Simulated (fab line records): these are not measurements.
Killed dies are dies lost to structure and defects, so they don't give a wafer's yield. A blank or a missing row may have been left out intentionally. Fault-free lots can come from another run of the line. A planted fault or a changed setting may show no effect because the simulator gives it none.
A struck lot beside a sound one | flow nand harc | 15 out of 1302 route steps
Sound: the wafers L662.3, L662.4, L662.6. Struck: wafer L668.5 (L668.4, L668.6, from the same lot, were not struck and are left out); the cause is given at the end.
At each step with rows: each side's tool, then ch and its chambers, then its first start. Under that, the readings that differ: sound wafers | struck wafers | difference of the means | sigmas: that difference in standard deviations of wafers without a fault.
alike: same words and numbers on both sides, and readings whose means sit less than 2 such deviations apart. not compared: any withheld reading, any reading some wafer has no value for, any bound like >300 that may hide the same value, and any number with overlapping values for which the record gives no deviation.
The two part at a step that has a row with sigmas, a row that says differs or no value, or rows on one side only. Non-overlapping numbers with no deviation appear without sigmas and do not part them. Lack of a reading on every wafer of one side parts them only where that side has two or more wafers.

NHARC_A_ONON_D2_THK_MEAS_14: measures by ellipsometry.
  sound on film metro-02 at day 12 12:09; struck on film metro-01 at day 14 08:50
  alike: thk nm
then, 2 steps without rows for these wafers: NHARC_A_ONON_D2_ANNEAL_15 (time 3600 s); NHARC_A_ONON_D2_DEP_16 (target thk 1000 nm).
NHARC_A_ONON_D2_THK_MEAS_18: measures by ellipsometry.
  sound on film metro-01 at day 12 19:14; struck on film metro-02 at day 14 18:59
  reading     | sound          | struck | difference | sigmas
  thk nm (nm) | 1003 1002 1002 | 986    | -16        | -2
then, no rows for these wafers at 1 step: NHARC_A_ONON_D2_DEP_19 (target thk 1000 nm).
NHARC_A_ONON_D2_THK_MEAS_21: measures by ellipsometry.
  sound on film metro-02 at day 12 19:49; struck on film metro-01 at day 14 19:33
  alike: thk nm
then, no rows for these wafers at 1 step: NHARC_A_ONON_D2_DEP_22 (target thk 1000 nm).
NHARC_A_ONON_D2_THK_MEAS_24: measures by ellipsometry.
  sound on film metro-02 at day 12 20:24; struck on film metro-02 at day 14 20:07
  reading     | sound       | struck | difference | sigmas
  thk nm (nm) | 996 997 996 | 1019   | +23        | +3
then, no rows for these wafers at 1 step: NHARC_A_ONON_D2_DEP_25 (target thk 1000 nm).
NHARC_A_ONON_D2_THK_MEAS_27: measures by ellipsometry.
  sound on film metro-01 at day 12 20:58; struck on film metro-02 at day 14 20:41
  alike: thk nm
then, no rows for these wafers at 1 step: NHARC_A_ONON_D2_DEP_28 (target thk 1000 nm).
NHARC_A_ONON_D2_THK_MEAS_30: measures by ellipsometry.
  sound on film metro-01 at day 12 21:32; struck on film metro-02 at day 14 21:15
  alike: thk nm
NHARC_A_ONON_D2_DEP_33: deposits SiO2, target thk 200 nm.
  sound on pecvd-04 ch 1,2, day 12 21:38; struck on pecvd-04 ch 2, day 14 21:26
  reading            | sound       | struck | difference | sigmas
  heater power w (W) | 620 596 534 | 378    | -205       | -2
  rf fwd power W (W) | 900 897 895 | 1005   | +108       | +35
  alike: throttle valve pct
  not compared: since wet clean h
NHARC_A_ONON_D2_THK_MEAS_34: measures by ellipsometry.
  sound on film metro-02 at day 12 22:00; struck on film metro-02 at day 14 21:43
  alike: thk nm
-- the record jumps here: 11 days lie between the struck wafers' starts before and after (it left off in module A_ONON_D2 and takes up again in module END, whose first step shown is number 1302 of the route) --
NHARC_END_SORT_01:
  sound on prober-02 ch 0, day 24 17:19; struck on prober-01 ch 0, day 26 02:29
  reading         | sound | struck | difference | sigmas
  killed at other | 1 0 0 | 3      | +3         | +2
  alike: killed at array, killed at periphery, killed dies, killed open, killed short

## WHERE THEY PART
Last at NHARC_END_SORT_01 as far as this record goes, first at NHARC_A_ONON_D2_THK_MEAS_18.

WHY: what the simulator had put in
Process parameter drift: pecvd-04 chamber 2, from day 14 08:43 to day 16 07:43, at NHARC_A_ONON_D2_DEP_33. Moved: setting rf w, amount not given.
